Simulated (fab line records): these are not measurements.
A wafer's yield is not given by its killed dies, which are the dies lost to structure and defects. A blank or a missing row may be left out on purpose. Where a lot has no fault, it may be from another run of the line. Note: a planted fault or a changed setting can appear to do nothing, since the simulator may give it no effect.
fab line records + flow nandHarc + part 2 of 2: steps 28 to 38 of 38
record:
- lots: 5
- wafers: 15
- lastDay: 28
route steps=1302 shown P_M1@313 P_M2@318 P_BONDPAD@351
lots untouched by any fault: they come from a run of this same line in which no faults occurred
startH: hours from the record's opening day to when the first of the lot's shown wafers began + waitH: hours since the lot's step before + " as in the row above + L1.1+2: a single row standing in for several wafers + - no value, or no start given + * or withheld: withheld + < > ~ a bound
route shown NAME@n: NAME is a module with steps in the file, n the number in the route of the first one + usual: average and standard deviation across the fault-free wafers + same: alike in all rows + chamber/n: place in a boat + sites: per-site readings + _std_site: how widely they spread, as a standard deviation + _edge_site: mean of outer sites minus mean of inner sites + radiusMm: how far each site lies from the wafer's centre + mask NAME#n: copy n + behind: the last tool/chamber to shape the wafer + hold: what put the lot on hold/how long, in hours/how the hold closed + device: the transistor (n, p or np) that didn't switch + end of line: the same wafers' tests at the end of the route + where a step has no rows: the recipe by itself + killed: the dies lost at the first sort to structure and to defects; this is not the yield of the wafer + map: shows each die of a wafer: x if killed, . if not, _ if none is there
set.NAME: the setting the step ran with; set.NAME@STEP: the setting that earlier step ran with + model.NAME: the simulator's own value behind a step, which no gauge read
a table for each step, a row for each wafer; lots at some steps of the route
services: a tool's chamber out of use, with start hour (startH, from the record's first day; less than 0 if before it), hours out, and reason
== steps ==
step: NHARC_P_M2_PVD_21
recipe:
- targetThkA: 300
- chamberPressurePa: 5
- powerW: 5000
- substrateTempC: 30
- timeS: 20.49
- material: Cu
usual:
- chamberPressurePa: 4.998/0.01
- throttleValvePct: 30.2/1.3
| lot.wafer | tool          | chamber | startH | waitH | chamberPressurePa | throttleValvePct |
|-----------|---------------|---------|--------|-------|-------------------|------------------|
| L075.3    | pvdSputter-02 | -       | -      | -     | 5.000             | 29.9             |
| L075.2    | "             | -       | "      | "     | 4.998             | 28.6             |
| L075.4    | "             | -       | "      | "     | 5.002             | 30.7             |
| L077.2    | pvdSputter-02 | -       | -      | -     | 4.986             | 30.5             |
| L077.3    | "             | -       | "      | "     | 4.998             | 31.3             |
| L077.5    | "             | -       | "      | "     | 4.996             | 28.6             |
| L082.2    | pvdSputter-03 | -       | -      | -     | 5.011             | 28.1             |
| L082.1    | "             | -       | "      | "     | 4.992             | 32.9             |
| L082.3    | "             | -       | "      | "     | 4.978             | 31.5             |
| L085.3    | pvdSputter-01 | -       | -      | -     | 5.008             | 31.4             |
| L085.2    | "             | -       | "      | "     | 4.980             | 28.9             |
| L085.1    | "             | -       | "      | "     | 5.008             | 29.3             |
| L086.4    | pvdSputter-01 | -       | -      | -     | 5.000             | 30.5             |
| L086.1    | "             | -       | "      | "     | 4.984             | 31.4             |
| L086.2    | "             | -       | "      | "     | 4.999             | 29.2             |
step: NHARC_P_M2_ECD_22
recipe:
- targetThkA: 4000
- bathTempC: 25
- material: Cu
| lot.wafer  | tool     | chamber | startH | waitH |
|------------|----------|---------|--------|-------|
| L075.2+3+4 | ecdCu-01 | 1,1,0   | 153.30 | -     |
| L077.2+3+5 | ecdCu-02 | 1       | 164.95 | -     |
| L082.1+2+3 | ecdCu-02 | 0,1,0   | 213.17 | -     |
| L085.2+1+3 | ecdCu-01 | 1,0,0   | 238.81 | -     |
| L086.1+2+4 | ecdCu-01 | 1,0,0   | 256.75 | -     |
step: NHARC_P_M2_ANNEAL_31
recipe:
- tempC: 225
- timeS: 90
usual:
- wafer_temp_C_max: 225.92/0.26
| lot.wafer | tool         | chamber | startH | waitH | wafer_temp_C_max |
|-----------|--------------|---------|--------|-------|------------------|
| L075.2    | rtpAnneal-02 | 0       | 153.73 | -     | 225.45           |
| L075.3    | "            | 0       | "      | "     | 225.57           |
| L075.4    | "            | 0       | "      | "     | 225.64           |
| L077.2    | rtpAnneal-01 | 0       | 165.33 | -     | 226.20           |
| L077.3    | "            | 0       | "      | "     | 226.02           |
| L077.5    | "            | 0       | "      | "     | 226.10           |
| L082.1    | rtpAnneal-01 | 0       | 213.55 | 0.3   | 225.80           |
| L082.2    | "            | 0       | "      | "     | 225.78           |
| L082.3    | "            | 0       | "      | "     | 225.80           |
| L085.1    | rtpAnneal-01 | 0       | 239.19 | -     | 225.96           |
| L085.2    | "            | 0       | "      | "     | 226.51           |
| L085.3    | "            | 0       | "      | "     | 225.74           |
| L086.1    | rtpAnneal-02 | 0       | 257.12 | -     | 225.47           |
| L086.2    | "            | 0       | "      | "     | 225.59           |
| L086.4    | "            | 0       | "      | "     | 225.63           |
step: NHARC_P_M2_CMP_23
recipe:
- tOverpolishS: 20
- targetThkNm: 144.3
usual:
- motorCurrentA: 11.7/0.78
- timeToEndpointS: 27.1/2.8
same:
- tOverpolishS: 20
| lot.wafer | tool   | chamber | startH | waitH | motorCurrentA | timeToEndpointS |
|-----------|--------|---------|--------|-------|---------------|-----------------|
| L075.2    | cmp-04 | 0       | 154.02 | -     | 11.1          | 32.6            |
| L075.3    | "      | 1       | "      | "     | 12.5          | 25.9            |
| L075.4    | "      | 3       | "      | "     | 11.9          | 27.0            |
| L077.3    | cmp-01 | 3       | 165.65 | -     | 11.6          | 20.1            |
| L077.2    | "      | 0       | "      | "     | 11.5          | 27.3            |
| L077.5    | "      | 3       | "      | "     | 11.2          | 23.1            |
| L082.1    | cmp-02 | 0       | 213.89 | -     | 12.4          | 26.4            |
| L082.2    | "      | 1       | "      | "     | 12.8          | 27.2            |
| L082.3    | "      | 3       | "      | "     | 10.6          | 26.9            |
| L085.3    | cmp-02 | 1       | 239.53 | -     | 12.4          | 25.9            |
| L085.1    | "      | 3       | "      | "     | 11.1          | 30.2            |
| L085.2    | "      | 0       | "      | "     | 12.0          | 27.7            |
| L086.2    | cmp-02 | 1       | 257.47 | -     | 12.3          | 26.7            |
| L086.1    | "      | 2       | "      | "     | 10.9          | 29.0            |
| L086.4    | "      | 3       | "      | "     | 10.9          | 27.3            |
step: NHARC_P_M2_THK_MEAS_24
recipe:
- thkMeasGauge: xrf
usual:
- thkNm: 144.0/1.4
| lot.wafer | tool         | chamber | startH | waitH | thkNm |
|-----------|--------------|---------|--------|-------|-------|
| L075.2    | filmMetro-01 | -       | 154.33 | -     | 144.8 |
| L075.3    | "            | -       | "      | "     | 142.9 |
| L075.4    | "            | -       | "      | "     | 143.8 |
| L077.2    | filmMetro-01 | -       | 165.94 | -     | 143.4 |
| L077.3    | "            | -       | "      | "     | 143.2 |
| L077.5    | "            | -       | "      | "     | 142.2 |
| L082.1    | filmMetro-01 | -       | 214.21 | -     | 144.4 |
| L082.2    | "            | -       | "      | "     | 147.0 |
| L082.3    | "            | -       | "      | "     | 144.7 |
| L085.1    | filmMetro-01 | -       | 239.84 | -     | 145.1 |
| L085.2    | "            | -       | "      | "     | 142.7 |
| L085.3    | "            | -       | "      | "     | 144.3 |
| L086.1    | filmMetro-02 | -       | 257.78 | -     | 143.1 |
| L086.2    | "            | -       | "      | "     | 144.1 |
| L086.4    | "            | -       | "      | "     | 144.1 |
step: NHARC_P_M2_SRD_25
| lot.wafer  | tool        | chamber | startH | waitH |
|------------|-------------|---------|--------|-------|
| L075.2+3+4 | wetBench-10 | 3,4,5   | 154.39 | 0.1   |
| L077.2+3+5 | wetBench-08 | 0,1,3   | 165.99 | 0.0   |
| L082.3+2+1 | wetBench-10 | 7,1,2   | 214.26 | 0.0   |
| L085.2+1+3 | wetBench-10 | 3,4,5   | 239.90 | 0.1   |
| L086.1+2+4 | wetBench-08 | 5,7,0   | 257.82 | 0.0   |
step: NHARC_P_M2_INSPECT_27
usual:
- rawDefectCount: 348/150
| lot.wafer | tool             | chamber | startH | waitH | rawDefectCount |
|-----------|------------------|---------|--------|-------|----------------|
| L075.2    | defectInspect-01 | -       | 154.49 | 0.0   | 217            |
| L075.3    | "                | -       | "      | "     | 200            |
| L075.4    | "                | -       | "      | "     | 348            |
| L077.2    | defectInspect-01 | -       | 166.11 | 0.0   | 581            |
| L077.3    | "                | -       | "      | "     | 528            |
| L077.5    | "                | -       | "      | "     | 359            |
| L082.1    | defectInspect-01 | -       | 214.37 | 0.0   | 605            |
| L082.2    | "                | -       | "      | "     | 732            |
| L082.3    | "                | -       | "      | "     | 485            |
| L085.1    | defectInspect-02 | -       | 240.03 | 0.0   | 253            |
| L085.2    | "                | -       | "      | "     | 221            |
| L085.3    | "                | -       | "      | "     | 130            |
| L086.1    | defectInspect-01 | -       | 257.94 | 0.0   | 236            |
| L086.2    | "                | -       | "      | "     | 217            |
| L086.4    | "                | -       | "      | "     | 236            |
step: NHARC_P_M2_PRE_CLEAN_32
recipe:
- timeS: 12
- tempC: 370
- rfPowerW: 300
- gas: NH3
usual:
- heaterPowerW: 603/110
- susceptorTempC: 369.98/0.21
| lot.wafer | tool     | chamber | startH | waitH | heaterPowerW | susceptorTempC |
|-----------|----------|---------|--------|-------|--------------|----------------|
| L075.2    | pecvd-03 | 2       | 154.57 | 0.1   | 468          | 370.04         |
| L075.3    | "        | 1       | "      | "     | 648          | 369.81         |
| L075.4    | "        | 2       | "      | "     | 468          | 369.86         |
| L077.3    | pecvd-02 | 1       | 166.18 | 0.1   | 778          | 369.95         |
| L077.2    | "        | 0       | "      | "     | 462          | 370.00         |
| L077.5    | "        | 2       | "      | "     | 602          | 370.12         |
| L082.3    | pecvd-01 | 2       | 214.44 | 0.1   | 595          | 369.67         |
| L082.1    | "        | 0       | "      | "     | 556          | 370.10         |
| L082.2    | "        | 1       | "      | "     | 628          | 369.82         |
| L085.1    | pecvd-03 | 2       | 240.15 | 0.1   | 498          | 370.22         |
| L085.3    | "        | 0       | "      | "     | 856          | 370.23         |
| L085.2    | "        | 1       | "      | "     | 677          | 369.69         |
| L086.2    | pecvd-02 | 2       | 258.00 | 0.1   | 542          | 369.96         |
| L086.1    | "        | 0       | "      | "     | 550          | 369.95         |
| L086.4    | "        | 0       | "      | "     | 534          | 369.96         |
step: NHARC_P_M2_DEP_33
recipe:
- targetThkA: 300
- tempC: 370
- targetThkNm: 30
- pressureTorr: 3
- flowSccm: 200
- rfW: 450
- material: SiCN
usual:
- heaterPowerW: 555/110
- susceptorTempC: 369.99/0.2
| lot.wafer | tool     | chamber | startH | waitH | heaterPowerW | susceptorTempC |
|-----------|----------|---------|--------|-------|--------------|----------------|
| L075.2    | pecvd-03 | 2       | 154.65 | 0.1   | 423          | 370.25         |
| L075.3    | "        | 1       | "      | "     | 639          | 370.01         |
| L075.4    | "        | 2       | "      | "     | 418          | 370.04         |
| L077.3    | pecvd-02 | 1       | 166.26 | 0.1   | 601          | 370.23         |
| L077.2    | "        | 0       | "      | "     | 497          | 370.08         |
| L077.5    | "        | 2       | "      | "     | 547          | 370.34         |
| L082.3    | pecvd-01 | 2       | 214.52 | 0.1   | 505          | 370.23         |
| L082.1    | "        | 0       | "      | "     | 514          | 369.98         |
| L082.2    | "        | 1       | "      | "     | 563          | 370.28         |
| L085.1    | pecvd-03 | 2       | 240.23 | 0.1   | 413          | 369.76         |
| L085.3    | "        | 0       | "      | "     | 790          | 369.70         |
| L085.2    | "        | 1       | "      | "     | 621          | 369.95         |
| L086.2    | pecvd-02 | 2       | 258.08 | 0.1   | 448          | 370.31         |
| L086.1    | "        | 0       | "      | "     | 512          | 370.12         |
| L086.4    | "        | 0       | "      | "     | 507          | 369.96         |
step: NHARC_P_BONDPAD_DEP_00
recipe:
- targetThkA: 2500
- tempC: 370
- targetThkNm: 250
- pressureTorr: 3
- flowSccm: 200
- rfW: 450
- material: SiCN
usual:
- heaterPowerW: 549/77
- susceptorTempC: 370.04/0.22
| lot.wafer | tool     | chamber | startH | waitH | heaterPowerW | susceptorTempC |
|-----------|----------|---------|--------|-------|--------------|----------------|
| L075.2    | pecvd-02 | 2       | 155.11 | -     | 586          | 369.94         |
| L075.3    | "        | 0       | "      | "     | 420          | 370.35         |
| L075.4    | "        | 0       | "      | "     | 429          | 370.12         |
| L077.3    | pecvd-03 | 2       | 166.68 | -     | 388          | 369.93         |
| L077.2    | "        | 0       | "      | "     | 702          | 369.93         |
| L077.5    | "        | 1       | "      | "     | 706          | 370.04         |
| L082.3    | pecvd-02 | 2       | 214.94 | -     | 503          | 370.35         |
| L082.2    | "        | 0       | "      | "     | 441          | 370.19         |
| L082.1    | "        | 1       | "      | "     | 669          | 370.12         |
| L085.2    | pecvd-02 | 2       | 240.65 | -     | 535          | 369.97         |
| L085.1    | "        | 1       | "      | "     | 604          | 370.02         |
| L085.3    | "        | 2       | "      | "     | 549          | 370.27         |
| L086.1    | pecvd-02 | 0       | -      | -     | 485          | 369.73         |
| L086.2    | "        | 1       | "      | "     | 610          | 370.21         |
| L086.4    | "        | 2       | "      | "     | 534          | 369.73         |
step: NHARC_P_BONDPAD_CMP_32
recipe:
- targetThkNm: 200
- material: SiCN
usual:
- motorCurrentA: 12.3/1.9
| lot.wafer | tool   | chamber | startH | waitH | motorCurrentA |
|-----------|--------|---------|--------|-------|---------------|
| L075.2    | cmp-03 | 1       | 155.48 | -     | 10.4          |
| L075.3    | "      | 3       | "      | "     | 18.5          |
| L075.4    | "      | 0       | "      | "     | 11.2          |
| L077.2    | cmp-02 | 1       | 167.11 | -     | 12.7          |
| L077.3    | "      | 3       | "      | "     | 11.4          |
| L077.5    | "      | 1       | "      | "     | 11.9          |
| L082.3    | cmp-02 | 0       | 215.34 | -     | 12.2          |
| L082.2    | "      | 2       | "      | "     | 11.4          |
| L082.1    | "      | 3       | "      | "     | 11.0          |
| L085.3    | cmp-03 | 0       | 241.20 | 0.3   | 11.2          |
| L085.2    | "      | 2       | "      | "     | 11.3          |
| L085.1    | "      | 3       | "      | "     | 17.9          |
| L086.2    | cmp-02 | 2       | 258.90 | -     | 10.9          |
| L086.4    | "      | 3       | "      | "     | 10.9          |
| L086.1    | "      | 0       | "      | "     | 12.7          |
== services ==
| tool           | chamber | startH | hours | kind   |
|----------------|---------|--------|-------|--------|
| rieDiel-05     | -       | 127.85 | 3.1   | repair |
| pecvd-01       | -       | 130.23 | 13.0  | pm     |
| wetBench-10    | -       | 135.20 | 8.0   | pm     |
| arfiScanner-02 | -       | 140.00 | 4.0   | pm     |
| cmp-02         | -       | 146.43 | 4.0   | pm     |
| lithoTrack-01  | -       | 155.00 | 7.0   | pm     |
| ecdCu-01       | -       | 160.00 | 8.0   | pm     |
| pvdSputter-01  | -       | 168.36 | 1.5   | repair |
| pvdSputter-03  | -       | 170.09 | 10.0  | pm     |
| pecvd-03       | -       | 171.53 | 0.3   | repair |
| lithoTrack-06  | -       | 179.00 | 7.0   | pm     |
| rieDiel-05     | 3       | 181.98 | 7.8   | repair |
| pvdSputter-03  | -       | 184.47 | 9.8   | repair |
| pecvd-03       | -       | 185.01 | 13.0  | pm     |
| rieDiel-08     | -       | 190.80 | 9.0   | pm     |
| pecvd-01       | 2       | 191.76 | 5.7   | repair |
| lithoTrack-04  | -       | 203.00 | 7.0   | pm     |
| pvdSputter-01  | -       | 203.63 | 0.7   | repair |
| rieDiel-05     | 3       | 219.98 | 10.7  | repair |
| pvdSputter-01  | -       | 226.00 | 10.0  | pm     |
| pecvd-02       | -       | 227.47 | 13.0  | pm     |
| rieDiel-05     | -       | 229.66 | 9.0   | pm     |
| cmp-02         | -       | 244.43 | 4.0   | pm     |
| rieDiel-05     | 2       | 246.64 | 15.6  | repair |
